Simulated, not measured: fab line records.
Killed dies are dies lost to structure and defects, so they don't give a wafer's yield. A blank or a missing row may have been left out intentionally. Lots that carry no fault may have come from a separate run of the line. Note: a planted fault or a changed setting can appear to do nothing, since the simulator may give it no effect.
A lot that was struck, set against a sound lot -- flow n5Finfet -- 14 steps out of a route of 1938
Sound: the wafers L115.1, L115.3, L115.4. Struck: wafer L114.1. (L114.3, L114.5 of the same lot were not struck and are left out.) The cause comes at the end.
At each step with rows: each side's tool, then ch and its chambers, then its first start. Under that, the readings that differ: sound wafers -- struck wafers -- difference of the means -- sigmas: that difference in standard deviations of wafers without a fault.
alike: readings whose means differ by less than 2 such deviations, and words and numbers that are the same on both sides. not compared: withheld readings, readings that some wafer has no value for, bounds like >300 that may hide the same value, and numbers for which the record gives no deviation and whose values overlap.
Wherever a step has rows on one side only, a row that says differs or no value, or a row with sigmas, the two part there. Numbers that don't overlap but have no deviation are shown without sigmas and don't part them. A reading that every wafer of one side lacks parts them only if that side has two wafers or more.

first, 1 step without rows for these wafers: N5_BEOL_M11_TRENCH_ETCH_37 (etches SiCOH lowk in C4F6/O2, target depth 148.83 nm, time 48 s).
N5_BEOL_M11_ETCH_41: etches SiCN in CH3F/O2, target depth 42.6 nm, time 86 s.
  sound: rieDiel-03 ch 0,1,2; struck: rieDiel-06 ch 0
reading,sound,struck,difference,sigmas
drypumpMotorCurrentA (A),5.9 5.1 6.0,6.5,+0.8,+2
rfHoursCounterH (h),116 24 106,199,+117,
  alike: oesProductAu, rfVppV, showerheadPlenumPTorr, throttleValvePct
N5_BEOL_M11_STRIP_77: strips in N2/H2, time 10 s.
  sound: rieDiel-03 ch 0,1,2; struck: rieDiel-06 ch 0
reading,sound,struck,difference,sigmas
drypumpMotorCurrentA (A),5.9 5.2 6.0,6.5,+0.8,+2
rfHoursCounterH (h),116 24 106,199,+117,
  alike: oesProductAu, rfVppV, showerheadPlenumPTorr, tempC, throttleValvePct
N5_BEOL_M11_OCD_MEAS_38:
  sound on ocd-02, day 18 13:10; struck on ocd-01, day 18 00:44
  alike: trenchDepthNm
then, 4 steps without rows for these wafers: N5_BEOL_M11_HM_STRIP_39 (strips TiN in peroxide tin strip, target depth 25 nm, time 158 s); N5_BEOL_M11_SRD_40 (time 30 s); N5_BEOL_M11_PRECLEAN_42 (cleans in residue remover, time 60 s); N5_BEOL_M11_SRD_43 (time 30 s).
N5_BEOL_M11_CD_MEAS_35 targets a cd of 70 nm.
  sound on cdSem-01, day 18 13:19; struck on cdSem-03, day 18 00:54
  alike: cdNm
N5_BEOL_M11_CURE_72: cures SiCOH lowk, time 120 s.
  sound on uvCure-02 ch 1, day 18 13:21; struck on uvCure-03 ch 0, day 18 01:03
  alike: lampPowerPct, wafer_temp_C_max
then, 1 step without rows for these wafers: N5_BEOL_M11_DEGAS_44 (time 60 s).
N5_BEOL_M11_PRE_CLEAN_45: time 30 s.
  sound on pvdSputter-02, day 18 13:46; struck on pvdSputter-02, day 18 01:32
  alike: heaterPowerW
N5_BEOL_M11_ALD_74: deposits TaN, target thk 2 nm, pulse time 2 s, purge time 3 s.
  sound on aldMetal-01 ch 0,1,2, day 18 13:50; struck on aldMetal-03 ch 1, day 18 01:42
reading,sound,struck,difference,sigmas
aldCycles,40 40 40,33,-7,
model.TaN_of_BEOL_M11_ALD_74.thkNm (nm),2 2 2,1.6,-0.4,
  alike: heaterPowerW, precursorVesselPressureTorr
N5_BEOL_M11_SURFACE_TREAT_76:
  sound on pvdSputter-02, day 18 14:16; struck on pvdSputter-01, day 18 02:01
  not compared: throttleValvePct

WHERE THEY PART
Earliest at N5_BEOL_M11_ETCH_41; latest, in this record, at N5_BEOL_M11_STRIP_77. Later steps at which nothing parts them and some readings are alike: N5_BEOL_M11_OCD_MEAS_38, N5_BEOL_M11_CD_MEAS_35, N5_BEOL_M11_CURE_72, N5_BEOL_M11_PRE_CLEAN_45, N5_BEOL_M11_ALD_74.

WHY: what the simulator had put in
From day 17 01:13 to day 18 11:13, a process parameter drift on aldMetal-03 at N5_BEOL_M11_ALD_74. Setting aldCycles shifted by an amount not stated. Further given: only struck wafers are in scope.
